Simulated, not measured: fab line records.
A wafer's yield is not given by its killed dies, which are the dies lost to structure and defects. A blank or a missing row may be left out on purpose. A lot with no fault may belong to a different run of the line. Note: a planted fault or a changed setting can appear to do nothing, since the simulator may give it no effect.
Which tool is to blame? + flow n5-finfet + 23 lots with 69 wafers sampled at 5 steps, on a route of 1938 steps

## WHAT THE GAUGES READ, wafer by wafer
N5_FIN_SAQP_OVL_MEAS_17. Usual: for FIN_CORE_OVL the level is 0.2 nm and the standard deviation is 0.82.
| lot  | measured    | on         | FIN_CORE_OVL (nm) | flag |
|------|-------------|------------|-------------------|------|
| L074 | day 1 22:27 | overlay-02 | -0.2 0.6 -1.3     |      |
| L075 | day 2 03:22 | overlay-02 | -0.1 0.5 -0.1     |      |
| L076 | day 2 09:48 | overlay-02 | -1.7 -1.1 -0.1    |      |
| L077 | day 2 15:26 | overlay-01 | 0.8 -0.2 0.0      |      |
| L078 | day 2 21:52 | overlay-01 | 0.7 1.5 0.3       |      |
| L079 | day 3 03:41 | overlay-02 | 0.5 2.2 2.0       |      |
| L080 | day 3 10:30 | overlay-02 | 1.0 0.8 1.2       |      |
| L081 | day 3 17:47 | overlay-02 | -0.2 1.0 -0.2     |      |
| L082 | day 3 22:11 | overlay-02 | -0.1 0.5 0.2      |      |
| L083 | day 4 04:02 | overlay-01 | 0.4 -0.6 -0.5     |      |
| L084 | day 4 09:46 | overlay-01 | 0.7 -0.4 0.0      |      |
| L085 | day 4 15:19 | overlay-01 | -0.4 0.2 -0.4     |      |
| L086 | day 4 22:06 | overlay-02 | 1.1 0.3 0.2       |      |
| L088 | day 5 09:14 | overlay-02 | 1.7 1.0 -0.5      |      |
| L089 | day 5 15:35 | overlay-01 | -0.1 0.4 0.1      |      |
| L090 | day 5 21:52 | overlay-01 | -0.8 0.0 0.6      |      |
| L091 | day 6 04:00 | overlay-02 | 0.8 1.2 0.4       |      |
| L092 | day 6 10:42 | overlay-02 | -0.5 0.2 -0.9     |      |
| L093 | day 6 17:21 | overlay-02 | -0.3 -0.8 -0.1    |      |
| L094 | day 6 22:04 | overlay-02 | -0.2 0.1 -0.8     |      |
| L095 | day 7 03:36 | overlay-01 | -1.3 -1.2 -0.5    |      |
| L096 | day 7 10:34 | overlay-02 | 1.3 1.2 0.8       |      |
| L097 | day 7 16:04 | overlay-02 | -0.4 -0.6 0.2     |      |

N5_FIN_SAQP_CD_MEAS_31: the cd target is 8 nm. Usual: cd-nm 8.04 nm, standard deviation 0.2.
| lot  | measured    | on        | cd-nm (nm)     | flag |
|------|-------------|-----------|----------------|------|
| L074 | day 2 02:21 | cd-sem-01 | 7.95 7.99 7.65 |      |
| L075 | day 2 07:25 | cd-sem-03 | 8.02 7.67 7.94 |      |
| L076 | day 2 14:01 | cd-sem-03 | 7.79 8.01 8.04 |      |
| L077 | day 2 20:07 | cd-sem-01 | 7.87 8.18 8.16 |      |
| L078 | day 3 01:29 | cd-sem-02 | 8.18 7.92 8.12 |      |
| L079 | day 3 07:58 | cd-sem-03 | 8.11 8.06 8.15 |      |
| L080 | day 3 14:35 | cd-sem-01 | 8.25 8.06 8.30 |      |
| L081 | day 3 21:55 | cd-sem-01 | 7.99 8.23 7.71 |      |
| L082 | day 4 01:59 | cd-sem-01 | 8.13 7.62 8.00 |      |
| L083 | day 4 07:55 | cd-sem-02 | 7.80 8.06 8.00 |      |
| L084 | day 4 14:05 | cd-sem-01 | 7.67 8.19 7.93 |      |
| L085 | day 4 20:39 | cd-sem-03 | 8.13 8.20 8.04 |      |
| L086 | day 5 04:07 | cd-sem-03 | 8.26 7.92 8.01 |      |
| L088 | day 5 13:02 | cd-sem-02 | 7.71 8.54 8.29 |      |
| L089 | day 5 19:27 | cd-sem-03 | 8.18 8.43 8.09 |      |
| L090 | day 6 01:37 | cd-sem-02 | 7.97 7.86 8.32 |      |
| L091 | day 6 07:52 | cd-sem-03 | 8.11 7.96 7.65 |      |
| L092 | day 6 15:41 | cd-sem-03 | 8.22 8.25 8.11 |      |
| L093 | day 6 21:04 | cd-sem-01 | 8.07 7.69 8.10 |      |
| L094 | day 7 03:04 | cd-sem-01 | 7.89 7.80 7.93 |      |
| L095 | day 7 07:53 | cd-sem-01 | 7.96 8.31 7.97 |      |
| L096 | day 7 15:20 | cd-sem-01 | 7.61 8.04 8.32 |      |
| L097 | day 7 19:55 | cd-sem-02 | 8.14 8.09 8.25 |      |

## WHICH TOOL RAN EACH LOT (tool, then ch and the chambers of the sampled wafers, then the start)
| lot  | N5_FIN_SAQP_PECVD_47           | N5_FIN_SAQP_STRIP_55              | N5_FIN_SAQP_MANDREL2_REMOVE_60  |
|------|--------------------------------|-----------------------------------|---------------------------------|
| L074 | pecvd-03 ch 0,1,2, day 1 21:44 | rie-diel-06 ch 1,2, day 1 22:54   | rie-si-02 ch 0,1,3, day 2 02:14 |
| L075 | pecvd-01 ch 0,1, day 2 02:40   | rie-diel-05 ch 0,1,3, day 2 03:48 | rie-si-04 ch 0,2,3, day 2 07:18 |
| L076 | pecvd-02 ch 0,1, day 2 09:10   | rie-diel-06 ch 0,1, day 2 10:21   | rie-si-01 ch 0,2,3, day 2 13:54 |
| L077 | pecvd-01 ch 1,2, day 2 14:43   | rie-diel-05 ch 0,1, day 2 15:53   | rie-si-01 ch 2,3, day 2 20:00   |
| L078 | pecvd-03 ch 1,2, day 2 21:18   | rie-diel-02 ch 1,2,3, day 2 22:19 | rie-si-04 ch 0,1,2, day 3 01:23 |
| L079 | pecvd-03 ch 0,1, day 3 03:07   | rie-diel-05 ch 0,3, day 3 04:08   | rie-si-02 ch 1,2,3, day 3 07:51 |
| L080 | pecvd-03 ch 0,1, day 3 09:56   | rie-diel-02 ch 0,2,3, day 3 10:56 | rie-si-04 ch 0,1,2, day 3 14:28 |
| L081 | pecvd-03 ch 0,1, day 3 17:05   | rie-diel-05 ch 0,3, day 3 18:13   | rie-si-01 ch 0,1,2, day 3 21:48 |
| L082 | pecvd-03 ch 0,1,2, day 3 21:37 | rie-diel-05 ch 0,1,2, day 3 22:40 | rie-si-01 ch 0,1,3, day 4 01:52 |
| L083 | pecvd-02 ch 1,2, day 4 03:19   | rie-diel-02 ch 1,2,3, day 4 04:29 | rie-si-02 ch 1,2,3, day 4 07:49 |
| L084 | pecvd-01 ch 0,1, day 4 09:02   | rie-diel-05 ch 0,2, day 4 10:19   | rie-si-01 ch 0,3, day 4 13:58   |
| L085 | pecvd-02 ch 0,1,2, day 4 14:37 | rie-diel-05 ch 0,1,3, day 4 15:50 | rie-si-01 ch 1,2,3, day 4 20:32 |
| L086 | pecvd-01 ch 0,2, day 4 21:26   | rie-diel-02 ch 0,1,3, day 4 22:52 | rie-si-04 ch 2,3, day 5 03:59   |
| L088 | pecvd-02 ch 1,2, day 5 08:31   | rie-diel-05 ch 0,2, day 5 09:40   | rie-si-02 ch 0,2,3, day 5 12:56 |
| L089 | pecvd-02 ch 0,1,2, day 5 15:01 | rie-diel-02 ch 1,2,3, day 5 16:14 | rie-si-01 ch 0,1,3, day 5 19:20 |
| L090 | pecvd-02 ch 0,1, day 5 21:18   | rie-diel-05 ch 0,3, day 5 22:19   | rie-si-04 ch 0,1, day 6 01:30   |
| L091 | pecvd-03 ch 1,2, day 6 03:19   | rie-diel-05 ch 0,1,3, day 6 04:29 | rie-si-02 ch 0,1, day 6 07:46   |
| L092 | pecvd-03 ch 1,2, day 6 10:01   | rie-diel-06 ch 1,2,3, day 6 11:08 | rie-si-02 ch 0,1,2, day 6 15:34 |
| L093 | pecvd-01 ch 1, day 6 16:32     | rie-diel-05 ch 1,2, day 6 17:50   | rie-si-02 ch 2,3, day 6 20:58   |
| L094 | pecvd-02 ch 0,1,2, day 6 21:29 | rie-diel-05 ch 0,1,3, day 6 22:31 | rie-si-02 ch 1,2,3, day 7 02:58 |
| L095 | pecvd-02 ch 0,1, day 7 02:54   | rie-diel-05 ch 0,1, day 7 04:29   | rie-si-04 ch 0,1, day 7 07:46   |
| L096 | pecvd-03 ch 0,1, day 7 09:52   | rie-diel-06 ch 1,3, day 7 11:26   | rie-si-02 ch 0,3, day 7 15:13   |
| L097 | pecvd-01 ch 0,1,2, day 7 15:29 | rie-diel-06 ch 1,2,3, day 7 16:34 | rie-si-01 ch 1,2, day 7 19:48   |
- N5_FIN_SAQP_PECVD_47: deposits a-Si from SiH4/He, target thk 45 nm, time 36.3 s.
- N5_FIN_SAQP_STRIP_55: strips in N2/H2.
- N5_FIN_SAQP_MANDREL2_REMOVE_60: chemistry HBr/Cl2/O2, target a-Si, stops on SiNx, bt time 10 s.

## WHAT THE TOOLS THEMSELVES READ (means of the sampled wafers that have a number; where no wafer has one, the mark that the record gives instead)
N5_FIN_SAQP_PECVD_47. Usual: heater-power-w 834 W, standard deviation 82; showerhead-plenum-p-Torr 5.640 Torr, standard deviation 0.025; throttle-valve-pct 17.9 %, standard deviation 1.3.
| lot  | tool     | heater-power-w (W) | showerhead-plenum-p-Torr (Torr) | throttle-valve-pct (%) | flag |
|------|----------|--------------------|---------------------------------|------------------------|------|
| L074 | pecvd-03 | 820                | 5.634                           | 17.6                   |      |
| L075 | pecvd-01 | 920                | 5.623                           | 19.3                   |      |
| L076 | pecvd-02 | 760                | 5.646                           | 18.5                   |      |
| L077 | pecvd-01 | 856                | 5.678                           | 18.4                   |      |
| L078 | pecvd-03 | 850                | 5.627                           | 17.1                   |      |
| L079 | pecvd-03 | 906                | 5.643                           | 17.5                   |      |
| L080 | pecvd-03 | 900                | 5.634                           | 17.4                   |      |
| L081 | pecvd-03 | 895                | 5.646                           | 17.7                   |      |
| L082 | pecvd-03 | 844                | 5.644                           | 17.6                   |      |
| L083 | pecvd-02 | 743                | 5.629                           | 17.3                   |      |
| L084 | pecvd-01 | 836                | 5.608                           | 17.8                   |      |
| L085 | pecvd-02 | 805                | 5.639                           | 17.7                   |      |
| L086 | pecvd-01 | 862                | 5.640                           | 16.6                   |      |
| L088 | pecvd-02 | 798                | 5.641                           | 17.5                   |      |
| L089 | pecvd-02 | 791                | 5.638                           | 17.7                   |      |
| L090 | pecvd-02 | 849                | 5.648                           | 18.6                   |      |
| L091 | pecvd-03 | 913                | 5.633                           | 17.3                   |      |
| L092 | pecvd-03 | 908                | 5.628                           | 17.0                   |      |
| L093 | pecvd-01 | 887                | 5.625                           | 20.8                   |      |
| L094 | pecvd-02 | 809                | 5.642                           | 17.7                   |      |
| L095 | pecvd-02 | 828                | 5.633                           | 18.3                   |      |
| L096 | pecvd-03 | 872                | 5.638                           | 17.5                   |      |
| L097 | pecvd-01 | 854                | 5.640                           | 18.0                   |      |

N5_FIN_SAQP_STRIP_55. Usual: bias-power-w 28.00 W, standard deviation 0.09; drypump-motor-current-A 5.7 A, standard deviation 0.49; oes-product-au 0.81 a.u., standard deviation 0.064; rf-vpp-V 122.3 V, standard deviation 1.4; showerhead-plenum-p-Torr 3.43 Torr, standard deviation 0.073; throttle-valve-pct 18.9 %, standard deviation 0.3.
| lot  | tool        | bias-power-w (W) | drypump-motor-current-A (A) | oes-product-au (a.u.) | rf-vpp-V (V) | showerhead-plenum-p-Torr (Torr) | throttle-valve-pct (%) | flag |
|------|-------------|------------------|-----------------------------|-----------------------|--------------|---------------------------------|------------------------|------|
| L074 | rie-diel-06 | 28.06            | 5.6                         | 0.81                  | 121.6        | 3.44                            | 18.6                   |      |
| L075 | rie-diel-05 | 28.05            | 5.7                         | 0.88                  | 122.3        | 3.45                            | 18.8                   |      |
| L076 | rie-diel-06 | 28.04            | 5.9                         | 0.73                  | 122.8        | 3.44                            | 18.9                   |      |
| L077 | rie-diel-05 | 28.01            | 5.7                         | 0.87                  | 123.2        | 3.40                            | 18.8                   |      |
| L078 | rie-diel-02 | 28.05            | 5.8                         | 0.76                  | 121.5        | 3.37                            | 19.0                   |      |
| L079 | rie-diel-05 | 28.04            | 5.5                         | 0.86                  | 122.7        | 3.49                            | 18.7                   |      |
| L080 | rie-diel-02 | 27.95            | 5.9                         | 0.82                  | 121.7        | 3.44                            | 19.1                   |      |
| L081 | rie-diel-05 | 28.00            | 5.5                         | 0.85                  | 122.0        | 3.48                            | 18.7                   |      |
| L082 | rie-diel-05 | 28.02            | 5.5                         | 0.83                  | 122.7        | 3.43                            | 18.9                   |      |
| L083 | rie-diel-02 | 28.02            | 5.8                         | 0.75                  | 122.7        | 3.36                            | 19.0                   |      |
| L084 | rie-diel-05 | 27.92            | 5.1                         | 0.79                  | 123.5        | 3.46                            | 18.7                   |      |
| L085 | rie-diel-05 | 28.08            | 5.7                         | 0.86                  | 122.4        | 3.44                            | 18.9                   |      |
| L086 | rie-diel-02 | 27.95            | 6.3                         | 0.80                  | 122.4        | 3.44                            | 19.1                   |      |
| L088 | rie-diel-05 | 27.97            | 5.1                         | 0.78                  | 124.2        | 3.46                            | 18.7                   |      |
| L089 | rie-diel-02 | 28.06            | 5.7                         | 0.74                  | 121.9        | 3.35                            | 19.0                   |      |
| L090 | rie-diel-05 | 27.91            | 5.5                         | 0.83                  | 123.7        | 3.42                            | 18.7                   |      |
| L091 | rie-diel-05 | 28.00            | 5.7                         | 0.84                  | 121.8        | 3.43                            | 18.9                   |      |
| L092 | rie-diel-06 | 27.97            | 5.6                         | 0.79                  | 121.8        | 3.42                            | 18.8                   |      |
| L093 | rie-diel-05 | 28.03            | 5.3                         | 0.79                  | 123.8        | 3.46                            | 19.0                   |      |
| L094 | rie-diel-05 | 28.01            | 5.7                         | 0.83                  | 121.8        | 3.43                            | 18.9                   |      |
| L095 | rie-diel-05 | 27.95            | 6.0                         | 0.84                  | 122.9        | 3.39                            | 19.1                   |      |
| L096 | rie-diel-06 | 27.94            | 5.7                         | 0.79                  | 122.4        | 3.41                            | 18.9                   |      |
| L097 | rie-diel-06 | 28.00            | 5.6                         | 0.78                  | 121.1        | 3.41                            | 18.8                   |      |

N5_FIN_SAQP_MANDREL2_REMOVE_60. Usual: HBr_flow_sccm 150.0 sccm, standard deviation 0.49; O2_flow_sccm 5.001 sccm, standard deviation 0.013; drypump-motor-current-A 5.8 A, standard deviation 0.5; oes-product-au 0.994 a.u., standard deviation 0.02; throttle-valve-pct 36.84 %, standard deviation 0.3.
| lot  | tool      | HBr_flow_sccm (sccm) | O2_flow_sccm (sccm) | drypump-motor-current-A (A) | oes-product-au (a.u.) | throttle-valve-pct (%) | flag |
|------|-----------|----------------------|---------------------|-----------------------------|-----------------------|------------------------|------|
| L074 | rie-si-02 | 149.8                | 4.996               | 5.7                         | 1.001                 | 36.87                  |      |
| L075 | rie-si-04 | 150.0                | 5.011               | 5.6                         | 1.002                 | 36.49                  |      |
| L076 | rie-si-01 | 150.4                | 4.991               | 5.5                         | 0.989                 | 36.90                  |      |
| L077 | rie-si-01 | 149.6                | 5.011               | 5.8                         | 0.981                 | 37.16                  |      |
| L078 | rie-si-04 | 150.0                | 4.994               | 5.9                         | 1.005                 | 36.65                  |      |
| L079 | rie-si-02 | 150.4                | 5.002               | 6.0                         | 0.999                 | 36.76                  |      |
| L080 | rie-si-04 | 149.8                | 5.004               | 5.9                         | 1.006                 | 36.64                  |      |
| L081 | rie-si-01 | 150.1                | 5.000               | 5.6                         | 0.982                 | 36.84                  |      |
| L082 | rie-si-01 | 150.4                | 4.994               | 5.8                         | 0.976                 | 37.09                  |      |
| L083 | rie-si-02 | 150.0                | 4.990               | 6.0                         | 0.992                 | 36.77                  |      |
| L084 | rie-si-01 | 150.1                | 4.999               | 5.7                         | 0.972                 | 37.16                  |      |
| L085 | rie-si-01 | 149.8                | 4.992               | 5.9                         | 0.978                 | 37.10                  |      |
| L086 | rie-si-04 | 150.0                | 5.011               | 5.1                         | 1.013                 | 36.52                  |      |
| L088 | rie-si-02 | 150.0                | 5.012               | 5.6                         | 0.995                 | 36.88                  |      |
| L089 | rie-si-01 | 150.3                | 4.986               | 5.8                         | 0.983                 | 37.09                  |      |
| L090 | rie-si-04 | 150.2                | 5.007               | 6.2                         | 0.987                 | 36.89                  |      |
| L091 | rie-si-02 | 149.8                | 5.005               | 5.6                         | 1.014                 | 36.87                  |      |
| L092 | rie-si-02 | 150.1                | 5.016               | 5.8                         | 1.015                 | 36.77                  |      |
| L093 | rie-si-02 | 149.3                | 4.997               | 6.0                         | 1.008                 | 36.79                  |      |
| L094 | rie-si-02 | 149.9                | 5.004               | 6.0                         | 0.992                 | 36.78                  |      |
| L095 | rie-si-04 | 150.0                | 4.999               | 6.4                         | 1.003                 | 36.63                  |      |
| L096 | rie-si-02 | 149.7                | 5.005               | 5.3                         | 1.000                 | 36.98                  |      |
| L097 | rie-si-01 | 149.8                | 4.997               | 6.0                         | 0.977                 | 37.01                  |      |

## THE ANSWER, worked out from the rows above alone
Rule: lot off if the mean of its wafers having a number is beyond 3 standard deviations from the usual mean. Also off: a lot with no number at a reading for which 4 or more lots have one. Where the step has rows for the other lots, those lots are counted as sound. The gauges are gone through in route order, then the tools' own readings, and for those a lot's mean is taken as printed above. At the first step where some lot is off, the reading lying furthest off is the one used; lots without a number count as furthest.
No lot is off on any of the readings shown, so nothing can be concluded from this.

## WHAT THE SIMULATOR PUT IN
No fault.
